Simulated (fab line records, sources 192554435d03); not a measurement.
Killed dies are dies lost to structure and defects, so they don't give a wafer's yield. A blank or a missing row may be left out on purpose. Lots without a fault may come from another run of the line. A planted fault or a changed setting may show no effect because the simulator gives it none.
Chamber matching | flow n5_finfet | N5_MOL_CONTACT_COAG_ETCH_90 on rie_diel-01: 4 sister chambers
The step etches SiARC in CF4, target depth 13 nm, time 21.7 s. 8 wafers are shown with their chamber, then 10 later ones without.

WAFERS WITH THEIR CHAMBER
wafer  | chamber | drypump_motor_current_A (A) | showerhead_plenum_p_Torr (Torr)
L083.3 | 3       | 5.7                         | 2.17
L083.4 | 0       | 6.0                         | 2.01
L084.6 | 2       | 5.2                         | 2.16
L086.3 | 1       | 5.7                         | 2.27
L086.4 | 3       | 5.7                         | 2.17
L086.6 | 0       | 6.1                         | 2.00
L091.1 | 2       | 5.2                         | 2.15
L091.5 | 1       | 5.7                         | 2.27

WAFERS WITHOUT THEIR CHAMBER
wafer  | drypump_motor_current_A (A) | showerhead_plenum_p_Torr (Torr)
L091.6 | 5.7                         | 2.17
L093.2 | 5.7                         | 2.27
L093.4 | 6.0                         | 2.25
L093.6 | 5.2                         | 2.15
L094.2 | 5.7                         | 2.26
L094.3 | 5.7                         | 2.16
L094.5 | 5.2                         | 2.15
L097.2 | 5.7                         | 2.26
L097.5 | 5.2                         | 2.15
L097.6 | 5.7                         | 2.26

WHICH CHAMBER EACH WENT THROUGH
wafer  | from the rows above | in truth
L091.6 | 3                   | 3
L093.2 | 1                   | 1
L093.4 | 1                   | 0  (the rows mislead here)
L093.6 | 2                   | 2
L094.2 | 1                   | 1
L094.3 | 3                   | 3
L094.5 | 2                   | 2
L097.2 | 1                   | 1
L097.5 | 2                   | 2
L097.6 | 1                   | 1
Placed correctly: 9 of 10. Can't be placed from these rows: 0. Placed wrongly: 1.
How it was worked out, from the rows above alone: a wafer's distance from a chamber is the root of the sum, over the readings, of the square of ((its reading less the chamber's mean) divided by the reading's scatter). The wafer belongs to the nearest chamber; if the next one is less than 2 further off, it can't be placed. A chamber's mean is the mean of its shown wafers. The scatter: the root of (the sum of the squares of (reading less its chamber's mean) over the shown wafers, divided by (wafers less chambers)).
